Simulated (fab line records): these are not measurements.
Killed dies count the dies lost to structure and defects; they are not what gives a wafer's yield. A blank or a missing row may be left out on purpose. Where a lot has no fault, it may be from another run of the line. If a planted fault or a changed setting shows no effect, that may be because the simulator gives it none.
Chamber matching + flow n5 finfet + N5_BEOL_M12_ETCH_59 on rie diel-02 has 4 sister chambers
The step etches BARC in N2/H2, target depth 89 nm, overetch 26.7 nm, time 67.9 s. 4 wafers are shown with their chamber, then 7 later ones without.

EACH WAFER AND ITS CHAMBER
| wafer  | chamber | drypump motor current A (A) |
|--------|---------|-----------------------------|
| L084.2 | 3       | 5.3                         |
| L084.4 | 2       | 5.6                         |
| L095.2 | 1       | 5.9                         |
| L095.4 | 0       | 6.8                         |

WAFERS WITHOUT THEIR CHAMBER
| wafer  | drypump motor current A (A) |
|--------|-----------------------------|
| L095.6 | 5.9                         |
| L096.3 | 5.3                         |
| L096.4 | 5.6                         |
| L096.5 | 6.8                         |
| L097.4 | 6.0                         |
| L097.5 | 6.8                         |
| L097.6 | 5.3                         |

THE CHAMBER EACH PASSED THROUGH
| wafer  | from the rows above | in truth |
|--------|---------------------|----------|
| L095.6 | 1                   | 1        |
| L096.3 | 3                   | 3        |
| L096.4 | 2                   | 2        |
| L096.5 | 0                   | 0        |
| L097.4 | 1                   | 1        |
| L097.5 | 0                   | 0        |
| L097.6 | 3                   | 3        |
Correct placement for 7 of the 7. Not placeable from these rows: 0. Number placed wrongly: 0.
How it was worked out, from the rows above alone: a wafer's distance from a chamber is the root of the sum, over the readings, of the square of ((its reading less the chamber's mean) divided by the reading's scatter). If the next closest chamber is less than 2 further off than the closest, the wafer can't be placed; otherwise it belongs to the closest. For every chamber, the mean is computed from those of its wafers that are shown. The scatter: root of mean squared gap, hidden wafer to nearest shown wafer, with one shown wafer a chamber.
